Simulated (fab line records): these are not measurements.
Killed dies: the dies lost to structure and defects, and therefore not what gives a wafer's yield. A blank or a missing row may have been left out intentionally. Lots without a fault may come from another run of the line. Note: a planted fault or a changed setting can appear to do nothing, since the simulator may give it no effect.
fab line records	flow n5-finfet
[record] lots = 7	wafers = 39
route steps=1938 shown ZERO_LAYER@4 DUMMY_GATE@228 SD_EPI_N@288 SD_EPI_P@321 SD_ACTIVATION@330 MOL_CONTACT_COAG@531
start-h: start of the lot's first displayed wafer, in hours after the record's first day	wait-h: hours elapsed since this lot's preceding step	" as in the row above	L1.1+2: a row that stands for several wafers	- no value present, or no start provided	* or withheld: withheld	< > ~ a bound
route shown NAME@n: NAME is a module with steps in the file, n the number in the route of the first one	usual: mean/standard deviation of fault-free wafers	same: alike in all rows	chamber/n: place in a boat	sites: per-site readings	_std_site: how widely they spread, as a standard deviation	_edge_site: mean of outer sites minus mean of inner sites	radius-mm: how far each site lies from the wafer's centre	mask NAME#n: copy n	behind: the last tool/chamber to shape the wafer	hold: reason for holding the lot/hours on hold/outcome of the hold	device: which transistor (n, p or np) failed to switch	end of line: the tests these same wafers got at the end of their route	a step with no rows: only its recipe	killed: at the first sort, the dies lost to defects and structure; wafer yield is something else	map: a wafer's dies, x killed, . not, _ none there
set.NAME: the setting that was run; set.NAME@STEP: the one run at that earlier step	model.NAME: the simulator's own value behind a step, which no gauge read
lots where settings were altered on purpose, with a table for each step and a row for each wafer
[[steps]]
[step N5_ZERO_LAYER_PECVD_02]
[recipe] material = SiO2	target-thk-a = 100	temp-c = 400	precursor = SiH4/N2O	pressure-torr = 0.75	rf-w = 275	time-s = 6
lot.wafer	tool	chamber	start-h	wait-h	set.target-thk-a	model.SiO2_of_ZERO_LAYER_PECVD_02.thk-nm
L076.1	pecvd-04	0	24.28	0.0	100	9.846
L076.2	"	2	"	"	104.7	10.33
L076.3	"	1	"	"	100	9.879
L076.4	"	1	"	"	104.7	10.51
L076.5	"	2	"	"	104.7	10.48
L076.6	"	0	"	"	100	10.09
L077.1	pecvd-04	1	30.31	0.0	100	9.782
L077.2	"	0	"	"	100	9.65
L077.3	"	0	"	"	100	9.8
L077.4	"	1	"	"	100	9.981
L077.5	"	1	"	"	100	9.779
L077.6	"	0	"	"	100	9.926
L079.1	pecvd-02	1	42.29	0.0	100	9.707
L079.2	"	0	"	"	100	9.867
L079.4	"	0	"	"	100	9.898
L081.1	pecvd-02	2	54.28	0.0	100	9.753
L081.2	"	0	"	"	100	9.823
L081.3	"	1	"	"	100	9.841
L081.4	"	1	"	"	100	10.05
L081.5	"	2	"	"	100	9.968
L081.6	"	0	"	"	100	9.891
L084.1	pecvd-02	0	72.30	0.0	100	9.929
L084.2	"	2	"	"	100	9.798
L084.3	"	1	"	"	100	9.876
L084.4	"	1	"	"	100	9.992
L084.5	"	0	"	"	100	9.902
L084.6	"	2	"	"	100	9.881
L086.1	pecvd-04	1	84.29	0.0	100	9.883
L086.2	"	2	"	"	100	9.854
L086.3+4	"	0,1	"	"	100	10.05
L086.5	"	0	"	"	100	9.986
L086.6	"	2	"	"	100	10.09
L090.1	pecvd-03	2	108.28	0.0	92.88	9.226
L090.2	"	1	"	"	92.88	9.184
L090.3	"	0	"	"	100	9.753
L090.4	"	2	"	"	92.88	9.345
L090.5	"	0	"	"	100	9.989
L090.6	"	1	"	"	100	10.22
[step N5_DUMMY_GATE_EXPOSE_12]
[recipe] mask-id = GATE	na = 0.33	source-shape = annular	sigma-inner = 0.2	sigma-outer = 0.6	polarization = unpolarized	target-cd-nm = 25	dose-mj = 34
lot.wafer	tool	chamber	start-h	wait-h	mask	set.dose-mj
L076.1+2+4	euv-scanner-01	0	59.38	-	GATE#0	34
L076.3+5+6	"	0	"	"	GATE#0	36.63
L077.1+2+3+4+5+6	euv-scanner-02	0	64.60	-	GATE#0	34
L079.1+2+4	euv-scanner-02	0	76.83	-	GATE#0	34
L081.1+4+5	euv-scanner-01	0	88.45	-	GATE#0	36.09
L081.2+3+6	"	0	"	"	GATE#0	34
L084.1+2+3+4+5+6	euv-scanner-02	0	106.47	-	GATE#0	34
L086.1+3+5	euv-scanner-02	0	122.18	-	GATE#0	35.91
L086.2+4+6	"	0	"	"	GATE#0	34
L090.1+2+5	euv-scanner-01	0	141.92	-	GATE#0	35.28
L090.3+4+6	"	0	"	"	GATE#0	34
[step N5_DUMMY_GATE_PEB_13]
[recipe] peb-temp-c = 100	peb-time-s = 60	resist = CAR-EUV
[step N5_DUMMY_GATE_DEVELOP_14]
[recipe] develop-time-s = 30	developer = TMAH	resist = CAR-EUV	rinse-liquid = surfactant-rinse	dry = air-spin	dev-temp-c = 23
[step N5_DUMMY_GATE_CD_MEAS_15]
[recipe] target-cd-nm = 25.8	landing-energy-ev = 500	detector = se-inlens
[usual] cd-nm = 25.06/0.25
lot.wafer	tool	chamber	start-h	wait-h	set.dose-mj@DUMMY_GATE_EXPOSE_12	cd-nm
L076.1	cd-sem-03	0	59.51	-	34	24.81
L076.2	"	0	"	"	34	24.99
L076.3	"	0	"	"	36.63	23.83
L076.4	"	0	"	"	34	25.21
L076.5	"	0	"	"	36.63	23.85
L076.6	"	0	"	"	36.63	23.98
L077.1	cd-sem-03	0	64.73	-	34	24.70
L077.2	"	0	"	"	34	24.83
L077.3	"	0	"	"	34	24.58
L077.4	"	0	"	"	34	25.38
L077.5	"	0	"	"	34	25.18
L077.6	"	0	"	"	34	24.77
L079.1	cd-sem-02	0	76.95	-	34	25.06
L079.2	"	0	"	"	34	24.75
L079.4	"	0	"	"	34	24.71
L081.1	cd-sem-03	0	88.57	-	36.09	24.04
L081.2	"	0	"	"	34	25.31
L081.3	"	0	"	"	34	25.16
L081.4	"	0	"	"	36.09	23.73
L081.5	"	0	"	"	36.09	24.35
L081.6	"	0	"	"	34	25.01
L084.1	cd-sem-02	0	106.60	-	34	25.72
L084.2	"	0	"	"	34	24.99
L084.3	"	0	"	"	34	24.49
L084.4	"	0	"	"	34	25.08
L084.5	"	0	"	"	34	25.29
L084.6	"	0	"	"	34	25.20
L086.1	cd-sem-02	0	122.30	-	35.91	23.74
L086.2	"	0	"	"	34	25.05
L086.3	"	0	"	"	35.91	23.97
L086.4	"	0	"	"	34	24.90
L086.5	"	0	"	"	35.91	24.09
L086.6	"	0	"	"	34	25.07
L090.1	cd-sem-01	0	142.04	-	35.28	24.64
L090.2	"	0	"	"	35.28	24.31
L090.3	"	0	"	"	34	25.34
L090.4	"	0	"	"	34	25.59
L090.5	"	0	"	"	35.28	24.82
L090.6	"	0	"	"	34	25.07
[step N5_DUMMY_GATE_STRIP_38]
[recipe] chemistry = N2/H2	temp-c = 40	n2-flow-sccm = 200	h2-flow-sccm = 200	rf-frequency-hz = 6e+07
[step N5_DUMMY_GATE_STRIP_39]
[recipe] chemistry = N2/H2	temp-c = 40	n2-flow-sccm = 200	h2-flow-sccm = 200	rf-frequency-hz = 6e+07
[step N5_DUMMY_GATE_TRIM_49]
[recipe] chemistry = O2	resist = SOC	time-s = 29	target-cd-nm = 14	source-power-w = 300	bias-power-w = 0	O2_flow_sccm = 100	temp-c = 20
lot.wafer	tool	chamber	start-h	wait-h	set.dose-mj@DUMMY_GATE_EXPOSE_12	model.DUMMY_GATE.cd-nm
L076.1	rie-si-04	1	59.87	0.0	34	14.6
L076.2	"	3	"	"	34	13.8
L076.3	"	0	"	"	36.63	12.8
L076.4	"	2	"	"	34	14
L076.5	"	1	"	"	36.63	13
L076.6	"	0	"	"	36.63	12.6
L077.1	rie-si-01	2	65.09	0.0	34	13.2
L077.2+5+6	"	0,2,1	"	"	34	13.6
L077.3	"	3	"	"	34	13.8
L077.4	"	1	"	"	34	14
L079.1+4	rie-si-02	0,1	77.68	0.0	34	14
L079.2	"	2	"	"	34	13.8
L081.1	rie-si-02	1	88.93	0.0	36.09	13.4
L081.2+6	"	3,1	"	"	34	14.2
L081.3	"	2	"	"	34	13.8
L081.4+5	"	0	"	"	36.09	13.2
L084.1	rie-si-01	1	106.96	0.0	34	14.4
L084.2+4	"	3,0	"	"	34	14
L084.3+6	"	2	"	"	34	14.2
L084.5	"	3	"	"	34	13.8
L086.1	rie-si-01	2	122.66	0.0	35.91	13.2
L086.2+4+6	"	1,2,2	"	"	34	13.8
L086.3+5	"	1	"	"	35.91	12.8
L090.1	rie-si-04	3	142.61	0.0	35.28	13.4
L090.2	"	2	"	"	35.28	13.2
L090.3+4	"	0,1	"	"	34	14
L090.5	"	2	"	"	35.28	13.6
L090.6	"	1	"	"	34	14.2
[step N5_DUMMY_GATE_STRIP_40]
[recipe] chemistry = CF4	resist = SiARC	power-w = 300	bias-power-w = 75	pressure-mtorr = 50	cf4-flow-sccm = 150	rf-frequency-hz = 6e+07
[step N5_DUMMY_GATE_CD_MEAS_50]
[recipe] target-cd-nm = 14
[usual] cd-nm = 14.0/0.32
lot.wafer	tool	chamber	start-h	wait-h	set.dose-mj@DUMMY_GATE_EXPOSE_12	cd-nm
L076.1	cd-sem-02	-	60.12	0.0	34	14.6
L076.2	"	-	"	"	34	14.0
L076.3	"	-	"	"	36.63	12.8
L076.4	"	-	"	"	34	14.2
L076.5	"	-	"	"	36.63	12.9
L076.6	"	-	"	"	36.63	12.7
L077.1	cd-sem-01	-	65.24	0.0	34	13.4
L077.2	"	-	"	"	34	13.6
L077.3	"	-	"	"	34	13.8
L077.4	"	-	"	"	34	14.2
L077.5	"	-	"	"	34	13.6
L077.6	"	-	"	"	34	13.3
L079.1	cd-sem-02	-	77.83	0.0	34	14.1
L079.2	"	-	"	"	34	13.9
L079.4	"	-	"	"	34	14.2
L081.1	cd-sem-01	-	89.08	0.0	36.09	13.4
L081.2	"	-	"	"	34	14.3
L081.3	"	-	"	"	34	14.0
L081.4	"	-	"	"	36.09	13.0
L081.5	"	-	"	"	36.09	13.0
L081.6	"	-	"	"	34	14.7
L084.1	cd-sem-03	-	107.10	0.0	34	14.7
L084.2	"	-	"	"	34	14.2
L084.3	"	-	"	"	34	14.0
L084.4	"	-	"	"	34	13.9
L084.5	"	-	"	"	34	13.7
L084.6	"	-	"	"	34	14.3
L086.1	cd-sem-01	-	122.85	0.0	35.91	13.4
L086.2	"	-	"	"	34	13.8
L086.3	"	-	"	"	35.91	13.0
L086.4	"	-	"	"	34	14.0
L086.5	"	-	"	"	35.91	12.8
L086.6	"	-	"	"	34	13.8
L090.1	cd-sem-03	-	142.75	0.0	35.28	12.9
L090.2	"	-	"	"	35.28	13.1
L090.3	"	-	"	"	34	14.2
L090.4	"	-	"	"	34	14.4
L090.5	"	-	"	"	35.28	13.1
L090.6	"	-	"	"	34	14.5
[step N5_DUMMY_GATE_ETCH_44]
[recipe] chemistry = HBr/O2	over-etch-frac = 0.7	target-depth-a = 1275	stop-on = SiO2	ion-energy-ev = 60	bias-w = 20	target = poly-Si	mask-material = SiO2	pressure-mtorr = 20	icp-w = 400	HBr_flow_sccm = 120	O2_flow_sccm = 10
lot.wafer	tool	chamber	start-h	wait-h	set.target-depth-a	set.dose-mj@DUMMY_GATE_EXPOSE_12	model.DUMMY_GATE.cd-nm
L076.1	rie-si-02	0	60.51	0.0	1275	34	15.4
L076.2	"	1	"	"	1275	34	14.8
L076.3+5	"	3,1	"	"	1275	36.63	13.8
L076.4	"	2	"	"	1275	34	15
L076.6	"	2	"	"	1275	36.63	13.6
L077.1	rie-si-04	3	65.66	0.0	1325	34	14.4
L077.2+3	"	1,0	"	"	1325	34	14.8
L077.4	"	2	"	"	1275	34	15
L077.5	"	3	"	"	1275	34	14.6
L077.6	"	0	"	"	1275	34	14.8
L079.1+4	rie-si-04	1,0	78.21	0.0	1275	34	15.4
L079.2	"	2	"	"	1275	34	15
L081.1+5	rie-si-01	3,2	89.46	0.0	1275	36.09	14.4
L081.2	"	2	"	"	1275	34	15.2
L081.3	"	1	"	"	1180	34	15.2
L081.4	"	0	"	"	1180	36.09	14.2
L081.6	"	1	"	"	1180	34	15.6
L084.1	rie-si-02	1	107.50	0.0	1275	34	15.6
L084.2	"	2	"	"	1412	34	15
L084.3	"	0	"	"	1275	34	15.2
L084.4	"	3	"	"	1275	34	15
L084.5	"	2	"	"	1412	34	14.8
L084.6	"	1	"	"	1412	34	15.4
L086.1	rie-si-02	1	123.25	0.0	1183	35.91	14.4
L086.2+4	"	3,2	"	"	1183	34	14.8
L086.3	"	0	"	"	1275	35.91	14
L086.5	"	3	"	"	1275	35.91	13.8
L086.6	"	2	"	"	1275	34	14.8
L090.1+5	rie-si-01	0,3	143.14	0.0	1166	35.28	14.4
L090.2	"	1	"	"	1275	35.28	14
L090.3	"	2	"	"	1275	34	15
L090.4	"	3	"	"	1275	34	14.8
L090.6	"	2	"	"	1166	34	15.4
[step N5_SD_EPI_N_EPI_21]
[recipe] material = Si:P	dopant = P	temp-c = 680	pressure-torr = 255	time-s = 690
lot.wafer	tool	chamber	start-h	wait-h	set.epi-growth-time-s	model.Si-P_of_SD_EPI_N_EPI_21.thk-nm
L076.1+3	epi-rpcvd-04	0	63.68	0.1	757.4	62.8
L076.2	"	0	"	"	690	58.8
L076.4	"	0	"	"	757.4	63.2
L076.5+6	"	0	"	"	690	59.4
L077.1+5	epi-rpcvd-02	0	68.90	0.1	657.6	58.6
L077.2	"	0	"	"	690	60
L077.3	"	0	"	"	657.6	58
L077.4	"	0	"	"	690	60.2
L077.6	"	0	"	"	690	59.6
L079.1+2	epi-rpcvd-02	0	82.08	0.2	690	60
L079.4	"	0	83.20	1.2	690	59.2
L081.1	epi-rpcvd-04	0	93.35	0.1	690	59.8
L081.2	"	0	"	"	690	59.6
L081.3	"	0	"	"	690	59
L081.4	"	0	"	"	618.1	55.8
L081.5	"	0	"	"	618.1	55.4
L081.6	"	0	"	"	618.1	54.4
L084.1	epi-rpcvd-03	0	111.64	0.1	690	58
L084.2+4	"	0	"	"	690	59.2
L084.3	"	0	"	"	690	59.8
L084.5	"	0	"	"	690	58.4
L084.6	"	0	"	"	690	58.8
L086.1	epi-rpcvd-04	0	127.02	0.1	690	58.8
L086.2	"	0	"	"	663.9	57
L086.3	"	0	"	"	663.9	57.8
L086.4	"	0	"	"	663.9	57.6
L086.5	"	0	"	"	690	58.4
L086.6	"	0	"	"	690	58.2
L090.1	epi-rpcvd-04	0	146.78	0.1	662	55.8
L090.2	"	0	"	"	690	58.8
L090.3	"	0	"	"	662	56
L090.4	"	0	"	"	662	57.2
L090.5+6	"	0	"	"	690	58.2
[step N5_SD_EPI_N_PRECLEAN_24]
[recipe] chemistry = O3/DIW	time-s = 60	temp-c = 22	o3-ppm = 10
[step N5_SD_EPI_P_EPI_21]
[recipe] material = SiGe:B	dopant = B	temp-c = 550	pressure-torr = 20	ambient = H2	time-s = 355
[step N5_SD_EPI_P_HM_STRIP_48]
[recipe] chemistry = H3PO4	temp-c = 160	material = SiNx	target = SiNx	target-depth-a = 30	overetch-fraction = 0.3
lot.wafer	tool	chamber	start-h	wait-h	set.epi-growth-time-s@SD_EPI_N_EPI_21	model.Si-P_of_SD_EPI_N_EPI_21.thk-nm
L076.1	wet-bench-01	1	71.12	0.0	757.4	62
L076.2	"	0	"	"	690	58.2
L076.3	"	2	"	"	757.4	62.2
L076.4	"	7	"	"	757.4	62.4
L076.5+6	"	6,3	"	"	690	58.8
L077.1+5	wet-bench-04	2,6	75.28	0.0	657.6	57.8
L077.2+4	"	5,7	"	"	690	59.4
L077.3	"	0	"	"	657.6	57.4
L077.6	"	1	"	"	690	59
L079.1	wet-bench-01	7	89.44	0.0	690	59.2
L079.2	"	1	"	"	690	59.4
L079.4	"	2	"	"	690	58.6
L081.1	wet-bench-01	4	101.02	0.1	690	59.2
L081.2	"	6	"	"	690	58.8
L081.3	"	1	"	"	690	58.2
L081.4	"	0	"	"	618.1	55.2
L081.5	"	7	"	"	618.1	54.8
L081.6	"	5	"	"	618.1	53.8
L084.1	wet-bench-02	0	118.46	0.0	690	57.4
L084.2+4	"	1,4	"	"	690	58.6
L084.3	"	2	"	"	690	59
L084.5	"	3	"	"	690	57.6
L084.6	"	5	"	"	690	58.2
L086.1	wet-bench-01	0	134.54	0.0	690	58
L086.2	"	3	"	"	663.9	56.4
L086.3+4	"	4,1	"	"	663.9	57
L086.5	"	2	"	"	690	57.8
L086.6	"	5	"	"	690	57.6
L090.1	wet-bench-04	2	153.00	0.0	662	55.2
L090.2	"	7	"	"	690	58
L090.3	"	5	"	"	662	55.4
L090.4	"	6	"	"	662	56.4
L090.5+6	"	4,3	"	"	690	57.6
[step N5_SD_EPI_P_SRD_49]
[recipe] dry = ipa-marangoni	time-s = 30	temp-c = 23	rinse-liquid = diw
[step N5_SD_EPI_P_PRECLEAN_24]
[recipe] chemistry = O3/DIW	time-s = 45	temp-c = 22	o3-ppm = 10
[step N5_SD_ACTIVATION_RTA_00]
[recipe] temp-c = 975	time-s = 0	ambient = N2	idle-temp-c = 600	ramp-up-c-per-s = 150	ramp-down-c-per-s = 60	cool-to-c = 600
[step N5_SD_ACTIVATION_LSA_01]
[recipe] temp-c = 1080	time-s = 0.0008	ambient = N2
[step N5_SD_ACTIVATION_RS_MEAS_03]
[recipe] thk-meas-gauge = four-point-probe
[usual] RS_SD_N = 21.88/0.29	RS_SD_P = 56.3/0.88
lot.wafer	tool	chamber	start-h	wait-h	set.epi-growth-time-s@SD_EPI_N_EPI_21	RS_SD_N[ohm/sq]	RS_SD_P[ohm/sq]
L076.1	film-metro-02	-	71.90	0.2	757.4	20.67	57.5
L076.2	"	-	"	"	690	21.99	56.2
L076.3	"	-	"	"	757.4	20.71	56.6
L076.4	"	-	"	"	757.4	20.47	56.5
L076.5	"	-	"	"	690	21.76	57.9
L076.6	"	-	"	"	690	21.83	56.7
L077.1	film-metro-02	-	76.31	0.2	657.6	22.20	57.2
L077.2	"	-	"	"	690	21.63	56.6
L077.3	"	-	"	"	657.6	22.29	57.5
L077.4	"	-	"	"	690	21.41	57.6
L077.5	"	-	"	"	657.6	22.04	55.9
L077.6	"	-	"	"	690	21.66	56.7
L079.1	film-metro-02	-	90.01	0.2	690	21.30	56.1
L079.2	"	-	"	"	690	21.55	55.6
L079.4	"	-	"	"	690	21.80	56.3
L081.1	film-metro-01	-	101.73	0.2	690	21.53	57.8
L081.2	"	-	"	"	690	21.95	57.5
L081.3	"	-	"	"	690	21.85	58.3
L081.4	"	-	"	"	618.1	23.08	56.9
L081.5	"	-	"	"	618.1	23.44	56.6
L081.6	"	-	"	"	618.1	23.57	57.7
L084.1	film-metro-02	-	119.23	0.2	690	22.36	57.0
L084.2	"	-	"	"	690	22.09	58.0
L084.3	"	-	"	"	690	21.66	58.1
L084.4	"	-	"	"	690	21.95	56.8
L084.5	"	-	"	"	690	22.33	57.7
L084.6	"	-	"	"	690	22.20	57.4
L086.1	film-metro-02	-	135.15	0.2	690	21.92	54.7
L086.2	"	-	"	"	663.9	22.58	54.2
L086.3	"	-	"	"	663.9	22.48	54.1
L086.4	"	-	"	"	663.9	22.40	55.8
L086.5	"	-	"	"	690	22.04	55.3
L086.6	"	-	"	"	690	21.80	54.4
L090.1	film-metro-02	-	153.57	0.2	662	23.30	55.9
L090.2	"	-	"	"	690	22.10	56.1
L090.3	"	-	"	"	662	23.14	56.6
L090.4	"	-	"	"	662	22.83	56.2
L090.5	"	-	"	"	690	22.26	55.8
L090.6	"	-	"	"	690	22.22	57.4
[step N5_MOL_CONTACT_COAG_ETCH_105]
[recipe] chemistry = CF4	target = SiARC	target-depth-a = 156	mask-material = CAR-EUV	time-s = 26	ion-energy-ev = 80	pressure-mtorr = 40	source-w = 545	bias-w = 36	Ar_flow_sccm = 100	cf4-flow-sccm = 100	ends = cleared
[usual] rf-vpp-V = 184.6/1.1
lot.wafer	tool	chamber	start-h	wait-h	set.bias-w	rf-vpp-V
L076.1	rie-diel-05	3	101.60	0.0	42.67	205.2
L076.2	"	1	"	"	42.67	205.7
L076.3	"	0	"	"	36	181.0
L076.4	"	2	"	"	36	184.9
L076.5	"	2	"	"	36	185.5
L076.6	"	3	"	"	42.67	204.9
L077.1	rie-diel-05	1	105.43	0.0	32.35	173.1
L077.2	"	3	"	"	36	184.4
L077.3	"	0	"	"	36	183.6
L077.4	"	3	"	"	32.35	171.2
L077.5	"	1	"	"	32.35	173.7
L077.6	"	0	"	"	36	183.1
L079.1	rie-diel-04	1	119.12	0.0	36	185.0
L079.2	"	0	"	"	36	185.4
L079.4	"	2	"	"	36	186.8
L081.1	rie-diel-05	3	131.84	0.0	40.96	197.3
L081.2	"	1	"	"	36	184.9
L081.3	"	2	"	"	40.96	200.4
L081.4	"	3	"	"	36	184.5
L081.5	"	1	"	"	36	185.3
L081.6	"	2	"	"	40.96	200.9
L084.1	rie-diel-05	2	151.42	0.0	36	184.8
L084.2	"	3	"	"	29.35	160.8
L084.3	"	1	"	"	29.35	161.9
L084.4	"	0	"	"	36	185.0
L084.5	"	3	"	"	29.35	161.2
L084.6	"	0	"	"	36	185.3
L086.1	rie-diel-05	2	165.29	0.0	36	183.9
L086.2	"	0	"	"	36	185.4
L086.3	"	1	"	"	36	187.2
L086.4	"	3	"	"	38.34	192.1
L086.5	"	2	"	"	38.34	192.2
L086.6	"	3	"	"	38.34	192.2
L090.1	rie-diel-05	0	182.93	0.0	36	186.7
L090.2	"	1	"	"	36	184.5
L090.3	"	2	"	"	36	184.9
L090.4	"	3	"	"	36	184.4
L090.5	"	1	"	"	36	185.3
L090.6	"	0	"	"	36	185.3
[step N5_MOL_CONTACT_COAG_ETCHBACK_135]
[recipe] chemistry = CHF3	target = SiO2	target-depth-a = 250	time-s = 16.7	ion-energy-ev = 200	pressure-mtorr = 30	source-w = 610	bias-w = 170	Ar_flow_sccm = 200	CHF3_flow_sccm = 50
lot.wafer	tool	chamber	start-h	wait-h	set.time-s	model.SOC_of_MOL_CONTACT_COAG_COAT_75.thk-nm
L076.1+3	rie-diel-06	1,2	111.71	0.0	16.7	57.6
L076.2+4	"	3,2	"	"	18.41	57.2
L076.5	"	1	"	"	18.41	57.4
L076.6	"	3	"	"	16.7	57.4
L077.1	rie-diel-05	2	117.06	0.0	16.7	57.4
L077.2+6	"	3,1	"	"	16.7	57
L077.3+4+5	"	1,3,2	"	"	19.96	56.6
L079.1+2	rie-diel-04	0,2	128.56	0.0	16.7	57.6
L079.4	"	3	"	"	16.7	57.4
L081.1	rie-diel-06	0	142.25	0.0	17.97	57.4
L081.2+3+5	"	3,1,0	"	"	16.7	57.6
L081.4+6	"	2,1	"	"	17.97	57.2
L084.1+5	rie-diel-04	1,3	164.18	0.0	16.7	57.6
L084.2	"	3	"	"	18.86	57.2
L084.3	"	0	"	"	16.7	57.8
L084.4	"	2	"	"	18.86	57.4
L084.6	"	2	"	"	18.86	57
L086.1+4	rie-diel-06	0,3	178.90	0.0	14.46	58
L086.2+5	"	1,3	"	"	16.7	57.8
L086.3	"	2	"	"	16.7	57.6
L086.6	"	0	"	"	14.46	58.2
L090.1	rie-diel-04	3	192.94	0.0	17.92	57.2
L090.2+4	"	1	"	"	16.7	57.6
L090.3+6	"	2	"	"	17.92	57.4
L090.5	"	3	"	"	16.7	57.4
[[key]]
[split] step = N5_ZERO_LAYER_PECVD_02	setting = target-thk-a	stated = 100	by = wafer
[response] step = N5_ZERO_LAYER_PECVD_02	reading = model.SiO2_of_ZERO_LAYER_PECVD_02.thk-nm	change = +0.105	per = 1%	r = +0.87
[split] step = N5_DUMMY_GATE_EXPOSE_12	setting = dose-mj	stated = 34	by = wafer
[response] step = N5_DUMMY_GATE_CD_MEAS_15	reading = cd-nm	change = -0.17	per = 1%	r = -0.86
[response] step = N5_DUMMY_GATE_TRIM_49	reading = model.DUMMY_GATE.cd-nm	change = -0.158	per = 1%	r = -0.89
[response] step = N5_DUMMY_GATE_CD_MEAS_50	reading = cd-nm	change = -0.196	per = 1%	r = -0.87
[response] step = N5_DUMMY_GATE_ETCH_44	reading = model.DUMMY_GATE.cd-nm	change = -0.165	per = 1%	r = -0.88
[split] step = N5_DUMMY_GATE_ETCH_44	setting = target-depth-a	stated = 1275	by = wafer
response none clear
[split] step = N5_SD_EPI_N_EPI_21	setting = epi-growth-time-s	stated = 690	by = wafer
[response] step = N5_SD_EPI_N_EPI_21	reading = model.Si-P_of_SD_EPI_N_EPI_21.thk-nm	change = +0.391	per = 1%	r = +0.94
[response] step = N5_SD_EPI_P_HM_STRIP_48	reading = model.Si-P_of_SD_EPI_N_EPI_21.thk-nm	change = +0.381	per = 1%	r = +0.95
[response] step = N5_SD_ACTIVATION_RS_MEAS_03	reading = RS_SD_N	change = -0.145	per = 1%	r = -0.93
[split] step = N5_MOL_CONTACT_COAG_ETCH_105	setting = bias-w	stated = 36	by = wafer
[response] step = N5_MOL_CONTACT_COAG_ETCH_105	reading = rf-vpp-V	change = +1.17	per = 1%	r = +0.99
[split] step = N5_MOL_CONTACT_COAG_ETCHBACK_135	setting = time-s	stated = 16.7	by = wafer
[response] step = N5_MOL_CONTACT_COAG_ETCHBACK_135	reading = model.SOC_of_MOL_CONTACT_COAG_COAT_75.thk-nm	change = -0.0293	per = 1%	r = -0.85
